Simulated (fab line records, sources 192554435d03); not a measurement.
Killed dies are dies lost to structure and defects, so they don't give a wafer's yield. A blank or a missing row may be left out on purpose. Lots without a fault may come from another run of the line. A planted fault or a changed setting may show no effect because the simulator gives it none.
Chamber matching | flow n5_finfet | N5_BEOL_M0_SAQP_ETCH_107 on rie_diel-06: 4 sister chambers
The step etches SiNx in CH3F/O2, target depth 30 nm. 8 wafers are shown with their chamber, then 10 later ones without.

WAFERS WITH THEIR CHAMBER
wafer  | chamber | showerhead_plenum_p_Torr (Torr) | drypump_motor_current_A (A)
L085.2 | 3       | 2.09                            | 5.7
L085.6 | 0       | 2.07                            | 5.9
L087.6 | 1       | 1.84                            | 5.5
L090.2 | 2       | 2.02                            | 6.0
L090.3 | 3       | 2.09                            | 5.7
L090.4 | 1       | 1.84                            | 5.5
L091.3 | 2       | 2.02                            | 6.1
L091.5 | 0       | 2.06                            | 5.9

WAFERS WITHOUT THEIR CHAMBER
wafer  | showerhead_plenum_p_Torr (Torr) | drypump_motor_current_A (A)
L091.6 | 2.09                            | 5.7
L094.1 | 1.84                            | 5.6
L094.5 | 2.06                            | 5.9
L094.6 | 2.08                            | 5.7
L095.2 | 2.02                            | 6.0
L095.3 | 2.06                            | 5.9
L095.5 | 2.06                            | 5.9
L097.1 | 2.08                            | 5.7
L097.2 | 2.06                            | 5.9
L097.3 | 2.02                            | 6.1

WHICH CHAMBER EACH WENT THROUGH
wafer  | from the rows above | in truth
L091.6 | 3                   | 3
L094.1 | 1                   | 1
L094.5 | 0                   | 0
L094.6 | 3                   | 3
L095.2 | 2                   | 2
L095.3 | 0                   | 0
L095.5 | 0                   | 0
L097.1 | 3                   | 3
L097.2 | 0                   | 0
L097.3 | 2                   | 2
Placed correctly: 10 of 10. Can't be placed from these rows: 0. Placed wrongly: 0.
How it was worked out, from the rows above alone: a wafer's distance from a chamber is the root of the sum, over the readings, of the square of ((its reading less the chamber's mean) divided by the reading's scatter). The wafer belongs to the nearest chamber; if the next one is less than 2 further off, it can't be placed. A chamber's mean is the mean of its shown wafers. The scatter: the root of (the sum of the squares of (reading less its chamber's mean) over the shown wafers, divided by (wafers less chambers)).
